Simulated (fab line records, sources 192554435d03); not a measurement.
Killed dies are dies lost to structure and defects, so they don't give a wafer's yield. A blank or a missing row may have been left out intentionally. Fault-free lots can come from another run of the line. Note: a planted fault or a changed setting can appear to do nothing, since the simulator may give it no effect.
fab line records	flow n5-finfet	part 1 of 2: steps 1 to 4 of 6
record lots=22	wafers=66	last-day=19
route steps=1938 shown FIN_SAQP@96
lots with no fault: from the same line, run without faults
start-h: the number of hours between the record's first day and the start of the first shown wafer of the lot	wait-h: hours elapsed since this lot's preceding step	" identical to the entry in the row above	L1.1+2: several wafers, shown together as one row	- no value, or no start given	* or withheld: withheld	< > ~ a bound
route shown NAME@n: NAME is a module with steps in the file, n the number in the route of the first one	usual: mean/standard deviation of fault-free wafers	same: alike in all rows	chamber/n: place in a boat	sites: per-site readings	_std_site: standard deviation across them	_edge_site: outer sites' mean less inner sites'	radius-mm: for every site, how far away it sits from the centre of the wafer	mask NAME#n: copy n	behind: the last tool/chamber to shape the wafer	hold: why the lot went on hold/how many hours it stayed there/how the hold came to an end	device: the transistor (n, p or np) that didn't switch	end of line: the same wafers' tests at the end of the route	where a step has no rows: the recipe by itself	killed: dies lost to structure and defects at the first sort, not the wafer's yield	map: a wafer's dies, marking killed ones x, the rest . and places with no die _
set.NAME: the run value of the setting; set.NAME@STEP: its run value at that earlier step	model.NAME: the simulator's own value behind a step, which no gauge read
route steps across a sampled set of lots; one table per step, one row per wafer
services: from which hour (start-h, from the record's first day; less than 0 if before it) a tool's chamber was out of use, for how many hours, and why
## steps
# step N5_FIN_SAQP_HM_DEP_03
# recipe material=SiNx	target-thk-a=380	temp-c=400	precursor=SiH4/NH3/N2	pressure-torr=1.5	rf-w=300	time-s=33.6
# usual chamber-pressure-Torr=1.500/0.0032	heater-power-w=700/84	showerhead-plenum-p-Torr=5.11/0.058	throttle-valve-pct=40.5/2.9
# same time-s=33.6
lot.wafer	tool	chamber	start-h	wait-h	chamber-pressure-Torr	heater-power-w	showerhead-plenum-p-Torr	throttle-valve-pct
L075.3	pecvd-01	2	27.91	0.1	1.497	635	5.07	38.0
L075.4	"	2	"	"	1.498	626	5.06	38.0
L075.6	"	0	"	"	1.499	782	5.11	38.7
L076.1	pecvd-01	0	32.50	0.2	1.499	834	5.12	38.4
L076.2	"	1	"	"	1.499	696	5.18	45.3
L076.6	"	2	"	"	1.502	568	5.05	38.1
L077.3	pecvd-01	1	39.30	0.1	1.498	599	5.18	45.2
L077.4	"	1	"	"	1.497	628	5.18	45.3
L077.5	"	2	"	"	1.502	580	5.05	37.9
L079.1	pecvd-01	2	51.00	0.2	1.498	621	5.05	38.1
L079.3	"	1	"	"	1.498	692	5.17	45.1
L079.6	"	0	"	"	1.500	840	5.11	38.3
L080.1	pecvd-01	0	56.81	0.2	1.504	848	5.10	38.5
L080.2	"	2	"	"	1.503	545	5.07	38.1
L080.6	"	2	"	"	1.503	555	5.08	38.2
L081.1	pecvd-01	0	64.14	0.2	1.503	825	5.10	38.5
L081.4	"	1	"	"	1.497	718	5.18	45.2
L081.6	"	2	"	"	1.501	640	5.06	38.0
L082.2	pecvd-03	2	69.79	0.2	1.501	659	5.17	35.6
L082.4	"	1	"	"	1.497	700	5.13	42.3
L082.5	"	2	"	"	1.503	674	5.16	35.3
L083.2	pecvd-01	2	77.11	0.2	1.498	602	5.07	38.1
L083.3	"	0	"	"	1.500	859	5.10	38.3
L083.4	"	2	"	"	1.502	599	5.04	38.0
L084.4	pecvd-04	2	81.40	0.1	1.503	774	5.01	39.2
L084.5	"	1	"	"	1.503	769	5.12	42.1
L084.6	"	0	"	"	1.498	668	4.99	40.1
L085.3	pecvd-03	1	88.36	0.1	1.501	669	5.13	42.4
L085.4	"	1	"	"	1.503	653	5.12	42.3
L085.5	"	2	"	"	1.502	598	5.17	35.7
L086.1	pecvd-04	1	93.02	0.2	1.497	671	5.10	42.2
L086.3	"	0	"	"	1.502	673	4.98	40.0
L086.5	"	2	"	"	1.499	766	5.02	39.5
L087.3	pecvd-01	1	100.23	0.1	1.500	719	5.19	45.2
L087.4	"	1	"	"	1.497	720	5.18	45.3
L087.6	"	0	"	"	1.497	755	5.09	38.8
L088.1	pecvd-01	0	105.81	0.2	1.496	844	5.11	38.5
L088.3	"	1	"	"	1.500	662	5.17	45.1
L088.4	"	0	"	"	1.501	846	5.12	38.3
L089.1	pecvd-01	0	111.46	0.2	1.503	809	5.11	38.5
L089.2	"	2	"	"	1.500	629	5.06	38.6
L089.6	"	1	"	"	1.507	629	5.18	45.1
L090.1	pecvd-04	2	118.62	0.2	1.496	698	5.02	39.5
L090.2	"	1	"	"	1.501	738	5.11	42.4
L090.4	"	2	"	"	1.504	696	5.03	39.4
L091.4	pecvd-03	2	123.37	0.1	1.497	702	5.17	35.7
L091.5	"	1	"	"	1.493	651	5.13	42.3
L091.6	"	0	"	"	1.497	837	5.16	42.0
L092.1	pecvd-03	0	128.93	0.2	1.504	820	5.17	41.9
L092.3	"	1	"	"	1.504	586	5.13	42.2
L092.4	"	2	"	"	1.501	735	5.18	35.8
L093.1	pecvd-01	2	135.37	0.2	1.497	638	5.05	38.6
L093.2	"	0	"	"	1.499	821	5.11	38.8
L093.5	"	2	"	"	1.492	637	5.06	38.4
L094.1	pecvd-01	1	140.88	0.2	1.500	685	5.18	45.0
L094.3	"	2	"	"	1.502	576	5.06	38.5
L094.5	"	1	"	"	1.508	692	5.18	45.1
L095.4	pecvd-01	0	148.55	0.1	1.503	744	5.12	38.5
L095.5	"	1	"	"	1.498	713	5.18	45.3
L095.6	"	2	"	"	1.499	606	5.06	38.4
L096.3	pecvd-03	1	153.23	0.1	1.499	661	5.13	42.2
L096.5	"	2	"	"	1.505	646	5.18	36.1
L096.6	"	0	"	"	1.502	788	5.15	42.1
L097.2	pecvd-01	0	159.60	0.2	1.499	849	5.11	38.4
L097.3	"	1	"	"	1.501	590	5.19	45.0
L097.5	"	1	"	"	1.497	609	5.18	45.3
# step N5_FIN_SAQP_MANDREL1_REMOVE_56
# recipe chemistry=HBr/Cl2/O2	bt-time-s=10	target=a-Si	stop-on=SiNx	endpoint=OES-SiCl	over-etch-frac=1	icp-w=600	bias-w=22	HBr_flow_sccm=150	Cl2_flow_sccm=80	O2_flow_sccm=5	pressure-mtorr=10
# usual HBr_flow_sccm=150.0/0.42	drypump-motor-current-A=5.7/0.37	oes-product-au=1.008/0.022	throttle-valve-pct=36.7/0.37
lot.wafer	tool	chamber	start-h	wait-h	HBr_flow_sccm	drypump-motor-current-A	oes-product-au	rf-hours-counter-h	throttle-valve-pct
L075.3	rie-si-06	1	30.89	0.1	150.0	5.7	0.996	133	36.4
L075.4	"	2	"	"	149.0	6.2	1.039	-	36.5
L075.6	"	0	"	"	150.1	5.9	1.028	-	36.8
L076.1	rie-si-02	2	37.27	0.1	149.9	5.7	1.002	96	36.9
L076.2	"	1	"	"	150.0	6.1	0.982	67	35.8
L076.6	"	3	"	"	150.8	6.0	1.013	-	37.0
L077.3	rie-si-04	3	42.16	0.1	149.8	5.3	1.022	79	36.6
L077.4	"	2	"	"	149.6	4.9	0.985	2	37.0
L077.5	"	2	"	"	149.8	4.9	0.986	-	37.0
L079.1	rie-si-04	3	53.90	0.1	150.3	5.3	1.028	79	36.6
L079.3	"	2	"	"	150.4	4.9	0.992	2	37.0
L079.6	"	0	"	"	150.2	5.5	1.033	-	36.2
L080.1	rie-si-04	1	59.62	0.1	149.8	5.6	0.963	49	36.8
L080.2	"	0	"	"	150.1	5.5	1.015	5	36.2
L080.6	"	3	"	"	150.2	5.3	1.037	-	36.6
L081.1	rie-si-06	1	68.66	0.1	150.0	5.7	1.003	134	36.4
L081.4	"	2	"	"	150.5	6.2	1.036	-	36.5
L081.6	"	1	"	"	149.7	5.7	1.005	-	36.4
L082.2	rie-si-04	3	73.90	0.1	150.4	5.3	1.031	79	36.6
L082.4	"	2	"	"	150.5	4.9	0.999	3	37.0
L082.5	"	2	"	"	149.7	4.9	0.998	-	37.0
L083.2	rie-si-06	2	79.77	0.1	150.5	6.3	1.028	5	36.5
L083.3	"	1	"	"	150.2	5.7	1.004	135	36.4
L083.4	"	0	"	"	150.6	5.9	1.018	-	36.8
L084.4	rie-si-02	0	84.35	0.1	150.5	5.3	1.002	97	36.8
L084.5	"	0	"	"	150.1	5.3	0.996	-	36.8
L084.6	"	3	"	"	149.8	6.0	1.042	-	37.0
L085.3	rie-si-06	1	91.16	0.1	150.1	5.7	0.987	135	36.4
L085.4	"	0	"	"	150.0	5.9	1.014	-	36.8
L085.5	"	2	"	"	150.4	6.3	1.029	-	36.5
L086.1	rie-si-02	2	96.23	0.1	149.6	5.7	1.010	97	36.9
L086.3	"	1	"	"	149.8	6.1	0.986	68	35.8
L086.5	"	1	"	"	149.9	6.1	0.984	-	35.8
L087.3	rie-si-02	2	103.31	0.1	150.0	5.7	1.023	97	36.9
L087.4	"	0	"	"	149.3	5.3	1.013	97	36.8
L087.6	"	2	"	"	150.4	5.7	1.006	-	36.9
L088.1	rie-si-06	2	108.75	0.1	150.5	6.2	1.029	6	36.5
L088.3	"	1	"	"	150.6	5.7	0.993	135	36.4
L088.4	"	2	"	"	149.9	6.2	1.039	-	36.5
L089.1	rie-si-02	0	114.26	0.1	150.3	5.3	1.003	98	36.8
L089.2	"	2	"	"	150.6	5.7	1.001	97	36.9
L089.6	"	2	"	"	150.0	5.7	0.999	-	36.9
L090.1	rie-si-02	0	121.37	0.1	149.9	5.3	1.011	98	36.8
L090.2	"	2	"	"	149.9	5.7	1.000	98	36.9
L090.4	"	3	"	"	150.5	6.0	1.030	110	37.0
L091.4	rie-si-02	1	126.11	0.1	149.9	6.1	0.990	68	35.8
L091.5	"	0	"	"	150.1	5.3	1.010	-	36.8
L091.6	"	3	"	"	149.7	6.0	1.030	-	37.0
L092.1	rie-si-02	3	131.57	0.1	150.2	6.0	1.032	110	37.0
L092.3	"	1	"	"	150.1	6.1	0.978	68	35.8
L092.4	"	0	"	"	150.3	5.3	1.000	98	36.8
L093.1	rie-si-06	1	138.27	0.1	150.9	5.7	1.001	136	36.4
L093.2	"	2	"	"	149.9	6.3	1.036	7	36.5
L093.5	"	2	"	"	149.8	6.2	1.024	-	36.5
L094.1	rie-si-02	0	143.78	0.1	150.0	5.3	1.000	98	36.8
L094.3	"	1	"	"	150.1	6.1	0.981	69	35.8
L094.5	"	0	"	"	149.4	5.3	1.006	-	36.8
L095.4	rie-si-02	0	151.56	0.1	150.0	5.3	1.000	98	36.8
L095.5	"	2	"	"	149.9	5.7	1.019	-	36.9
L095.6	"	3	"	"	149.9	6.0	1.038	-	37.0
L096.3	rie-si-04	3	156.05	0.1	150.1	5.3	1.027	81	36.6
L096.5	"	1	"	"	149.5	5.6	0.967	-	36.8
L096.6	"	2	"	"	150.0	4.9	0.987	-	37.0
L097.2	rie-si-04	2	163.10	0.1	150.2	4.9	0.984	4	37.0
L097.3	"	1	"	"	149.8	5.6	0.960	51	36.8
L097.5	"	2	"	"	149.9	4.9	0.982	-	37.0
# step N5_FIN_SAQP_ETCH_57
# recipe chemistry=CH3F/O2	target=SiNx	mask-material=SiO2	target-depth-a=325	time-s=46.4	pressure-mtorr=30	source-w=395	bias-w=73	Ar_flow_sccm=150	CH3F_flow_sccm=30	O2_flow_sccm=20	ion-energy-ev=120	ends=cleared
# usual drypump-motor-current-A=5.6/0.4	etch-rf-on-time-s=46.1/1.3	oes-product-au=0.68/0.05	rf-vpp-V=297/10	showerhead-plenum-p-Torr=2.00/0.073	throttle-valve-pct=16.31/0.18
lot.wafer	tool	chamber	start-h	wait-h	drypump-motor-current-A	etch-rf-on-time-s	oes-product-au	rf-hours-counter-h	rf-vpp-V	showerhead-plenum-p-Torr	throttle-valve-pct
L075.3	rie-diel-01	3	31.13	0.1	5.4	46.3	0.67	97	310	1.94	16.49
L075.4	"	0	"	"	6.2	45.6	0.69	79	281	1.92	16.27
L075.6	"	2	"	"	5.6	46.0	0.73	-	292	2.01	15.99
L076.1	rie-diel-02	2	37.60	0.2	5.8	48.0	0.69	50	291	2.14	16.21
L076.2	"	0	"	"	6.2	44.9	0.73	73	311	1.93	16.23
L076.6	"	2	"	"	5.8	49.3	0.70	-	289	2.14	16.22
L077.3	rie-diel-02	1	42.32	0.0	5.2	44.3	0.69	78	303	2.04	16.25
L077.4	"	2	"	"	5.8	49.2	0.70	52	290	2.14	16.21
L077.5	"	3	"	"	4.9	46.7	0.83	-	302	2.04	16.21
L079.1	rie-diel-04	2	54.07	0.0	4.7	44.3	0.61	229	282	2.07	16.82
L079.3	"	3	"	"	5.6	46.9	0.64	156	297	2.08	16.27
L079.6	"	1	"	"	5.8	46.8	0.71	-	310	2.06	16.34
L080.1	rie-diel-02	1	59.88	0.2	5.2	44.4	0.69	84	304	2.03	16.26
L080.2	"	2	"	"	5.8	48.0	0.69	58	288	2.13	16.22
L080.6	"	1	"	"	5.2	44.8	0.69	-	304	2.03	16.27
L081.1	rie-diel-04	2	68.91	0.1	4.7	45.3	0.60	236	282	2.07	16.82
L081.4	"	1	"	"	5.8	47.4	0.69	92	306	2.06	16.35
L081.6	"	2	"	"	4.7	45.7	0.60	-	281	2.07	16.81
L082.2	rie-diel-01	0	74.06	0.0	6.2	47.1	0.68	88	280	1.92	16.30
L082.4	"	2	"	"	5.6	46.9	0.72	-	291	2.01	16.00
L082.5	"	0	"	"	6.2	47.2	0.68	-	281	1.92	16.30
L083.2	rie-diel-04	1	79.93	0.0	5.8	46.6	0.69	96	307	2.05	16.38
L083.3	"	3	"	"	5.7	46.8	0.62	168	297	2.07	16.28
L083.4	"	2	"	"	4.7	45.8	0.60	241	284	2.06	16.82
L084.4	rie-diel-02	3	84.67	0.2	4.9	47.2	0.78	15	300	2.04	16.22
L084.5	"	2	"	"	5.8	48.7	0.68	-	288	2.13	16.24
L084.6	"	3	"	"	4.9	47.5	0.78	-	301	2.04	16.24
L085.3	rie-diel-01	2	91.31	0.0	5.6	44.5	0.72	58	291	2.01	16.01
L085.4	"	1	"	"	5.8	45.7	0.73	-	305	1.96	16.12
L085.5	"	0	"	"	6.2	45.9	0.69	-	279	1.92	16.30
L086.1	rie-diel-04	2	96.38	0.0	4.7	45.1	0.59	249	281	2.06	16.85
L086.3	"	0	"	"	5.5	43.9	0.61	213	298	1.89	16.30
L086.5	"	0	"	"	5.5	45.8	0.62	-	295	1.89	16.30
L087.3	rie-diel-02	0	103.63	0.2	6.2	46.0	0.70	97	313	1.92	16.27
L087.4	"	3	"	"	4.9	47.7	0.77	22	300	2.04	16.25
L087.6	"	2	"	"	5.8	50.2	0.68	-	289	2.13	16.25
L088.1	rie-diel-04	1	108.91	0.0	5.8	44.6	0.68	110	309	2.05	16.40
L088.3	"	3	"	"	5.6	46.0	0.62	173	296	2.07	16.30
L088.4	"	0	"	"	5.6	44.9	0.61	-	296	1.89	16.31
L089.1	rie-diel-04	3	114.41	0.0	5.7	46.0	0.62	175	299	2.07	16.29
L089.2	"	0	"	"	5.5	43.9	0.61	220	297	1.89	16.31
L089.6	"	0	"	"	5.5	44.6	0.62	-	298	1.89	16.31
L090.1	rie-diel-04	1	121.65	0.2	5.8	44.9	0.69	115	308	2.05	16.39
L090.2	"	3	"	"	5.7	45.0	0.62	178	298	2.07	16.32
L090.4	"	1	"	"	5.8	45.8	0.68	-	306	2.05	16.41
L091.4	rie-diel-04	2	126.27	0.0	4.7	47.3	0.84	0	282	2.06	16.34
L091.5	"	0	"	"	5.6	46.1	0.61	-	296	1.89	16.30
L091.6	"	1	"	"	5.8	45.6	0.68	-	308	2.05	16.41
L092.1	rie-diel-01	1	131.73	0.0	5.8	45.7	0.71	80	304	1.95	16.15
L092.3	"	2	"	"	5.6	47.2	0.70	73	291	2.00	16.02
L092.4	"	0	"	"	6.2	47.2	0.67	110	281	1.91	16.33
L093.1	rie-diel-04	1	138.45	0.1	5.8	46.0	0.67	121	307	2.05	16.41
L093.2	"	3	"	"	5.6	45.9	0.62	183	296	2.07	16.31
L093.5	"	0	"	"	5.6	45.0	0.60	-	296	1.89	16.32
L094.1	rie-diel-01	0	143.94	0.0	6.2	44.5	0.65	116	282	1.91	16.32
L094.3	"	3	"	"	5.5	44.5	0.66	119	311	1.94	16.53
L094.5	"	0	"	"	6.2	46.1	0.66	-	281	1.91	16.35
L095.4	rie-diel-01	2	151.73	0.0	5.6	45.8	0.69	81	290	2.00	16.06
L095.5	"	0	"	"	6.2	45.7	0.66	-	283	1.91	16.32
L095.6	"	3	"	"	5.4	44.5	0.65	-	310	1.94	16.53
L096.3	rie-diel-01	0	156.21	0.0	6.2	45.7	0.66	119	280	1.91	16.36
L096.5	"	0	"	"	6.3	46.5	0.66	-	280	1.91	16.35
L096.6	"	1	"	"	5.7	47.1	0.69	-	304	1.95	16.18
L097.2	rie-diel-01	3	163.25	0.0	5.5	45.3	0.65	125	309	1.93	16.54
L097.3	"	1	"	"	5.8	47.4	0.68	91	305	1.95	16.17
L097.5	"	1	"	"	5.8	46.9	0.68	-	305	1.95	16.19
# step N5_FIN_SAQP_MANDREL_ETCH_58
# recipe chemistry=HBr/Cl2	target=a-Si	target-depth-a=450	bt-time-s=10	stop-on=SiNx	mask-material=SiO2	over-etch-frac=0.8	time-s=27	pressure-mtorr=10	icp-w=800	bias-w=75	HBr_flow_sccm=150	Cl2_flow_sccm=80	ends=end-point
# usual HBr_flow_sccm=150.1/0.51	drypump-motor-current-A=5.7/0.4	oes-product-au=0.703/0.014	throttle-valve-pct=35.5/0.32
lot.wafer	tool	chamber	start-h	wait-h	HBr_flow_sccm	drypump-motor-current-A	oes-product-au	rf-hours-counter-h	throttle-valve-pct
L075.3	rie-si-04	2	31.27	0.0	149.0	4.9	0.694	2	35.9
L075.4	"	1	"	"	150.0	5.6	0.691	49	35.7
L075.6	"	1	"	"	150.3	5.6	0.703	-	35.7
L076.1	rie-si-04	1	37.74	0.0	150.2	5.6	0.677	49	35.7
L076.2	"	3	"	"	150.8	5.2	0.715	79	35.4
L076.6	"	3	"	"	149.5	5.3	0.715	-	35.4
L077.3	rie-si-06	2	42.46	0.0	150.7	6.2	0.710	4	35.3
L077.4	"	1	"	"	150.3	5.7	0.696	-	35.3
L077.5	"	2	"	"	150.7	6.2	0.724	-	35.3
L079.1	rie-si-06	0	54.21	0.0	149.7	5.9	0.712	56	35.7
L079.3	"	2	"	"	149.7	6.3	0.718	5	35.3
L079.6	"	1	"	"	150.3	5.7	0.705	-	35.3
L080.1	rie-si-06	1	60.02	0.0	149.7	5.7	0.685	134	35.3
L080.2	"	0	"	"	149.9	5.9	0.711	56	35.7
L080.6	"	0	"	"	150.3	5.9	0.715	-	35.7
L081.1	rie-si-02	0	69.06	0.0	151.0	5.3	0.680	97	35.7
L081.4	"	3	"	"	149.9	6.0	0.723	109	35.9
L081.6	"	0	"	"	150.8	5.3	0.697	-	35.7
L082.2	rie-si-06	1	74.20	0.0	149.4	5.7	0.684	135	35.3
L082.4	"	1	"	"	149.9	5.7	0.694	-	35.3
L082.5	"	2	"	"	149.8	6.3	0.711	-	35.3
L083.2	rie-si-02	2	80.07	0.0	150.3	5.7	0.704	97	35.7
L083.3	"	1	"	"	149.3	6.1	0.695	67	34.6
L083.4	"	0	"	"	149.5	5.3	0.698	97	35.6
L084.4	rie-si-04	0	84.81	0.0	150.2	5.5	0.717	5	35.1
L084.5	"	2	"	"	149.2	4.9	0.703	-	35.9
L084.6	"	1	"	"	150.8	5.6	0.686	-	35.7
L085.3	rie-si-02	0	91.45	0.0	150.2	5.3	0.682	97	35.7
L085.4	"	3	"	"	150.7	5.9	0.714	109	35.9
L085.5	"	1	"	"	150.0	6.1	0.698	-	34.7
L086.1	rie-si-04	3	96.52	0.0	149.9	5.2	0.712	80	35.5
L086.3	"	1	"	"	150.1	5.6	0.690	50	35.7
L086.5	"	3	"	"	149.7	5.3	0.718	-	35.4
L087.3	rie-si-06	2	103.77	0.0	150.9	6.2	0.713	6	35.3
L087.4	"	2	"	"	150.5	6.2	0.721	-	35.3
L087.6	"	0	"	"	149.2	5.9	0.718	-	35.7
L088.1	rie-si-02	0	109.05	0.0	149.8	5.3	0.679	98	35.7
L088.3	"	3	"	"	150.9	6.0	0.691	109	35.9
L088.4	"	0	"	"	150.4	5.3	0.691	-	35.7
L089.1	rie-si-06	1	114.56	0.0	150.9	5.7	0.693	136	35.3
L089.2	"	0	"	"	150.1	5.9	0.699	57	35.7
L089.6	"	0	"	"	149.3	5.9	0.703	-	35.7
L090.1	rie-si-06	1	121.81	0.0	150.2	5.7	0.670	136	35.3
L090.2	"	2	"	"	149.5	6.3	0.695	6	35.4
L090.4	"	2	"	"	150.4	6.3	0.718	-	35.3
L091.4	rie-si-04	2	126.41	0.0	150.6	4.9	0.709	4	35.8
L091.5	"	3	"	"	150.2	5.3	0.728	-	35.4
L091.6	"	2	"	"	150.9	4.9	0.695	-	35.8
L092.1	rie-si-06	3	131.87	0.0	149.7	5.5	0.661	43	35.8
L092.3	"	1	"	"	149.6	5.7	0.701	136	35.3
L092.4	"	0	"	"	150.9	5.9	0.721	58	35.7
L093.1	rie-si-02	3	138.59	0.0	149.8	6.0	0.717	110	35.9
L093.2	"	0	"	"	150.0	5.3	0.687	98	35.7
L093.5	"	2	"	"	149.9	5.7	0.699	-	35.7
L094.1	rie-si-04	2	144.08	0.0	149.5	4.9	0.698	4	35.9
L094.3	"	0	"	"	150.6	5.6	0.701	6	35.2
L094.5	"	3	"	"	149.5	5.3	0.718	-	35.4
L095.4	rie-si-04	3	151.87	0.0	149.6	5.3	0.706	81	35.4
L095.5	"	0	"	"	150.0	5.5	0.717	-	35.2
L095.6	"	3	"	"	150.3	5.3	0.709	-	35.5
L096.3	rie-si-04	0	156.35	0.0	150.2	5.6	0.708	7	35.2
L096.5	"	0	"	"	150.5	5.6	0.710	-	35.1
L096.6	"	3	"	"	150.0	5.3	0.727	-	35.4
L097.2	rie-si-02	2	163.39	0.0	149.8	5.7	0.703	99	35.7
L097.3	"	3	"	"	150.2	6.0	0.718	111	35.9
L097.5	"	3	"	"	150.1	6.0	0.714	-	35.9
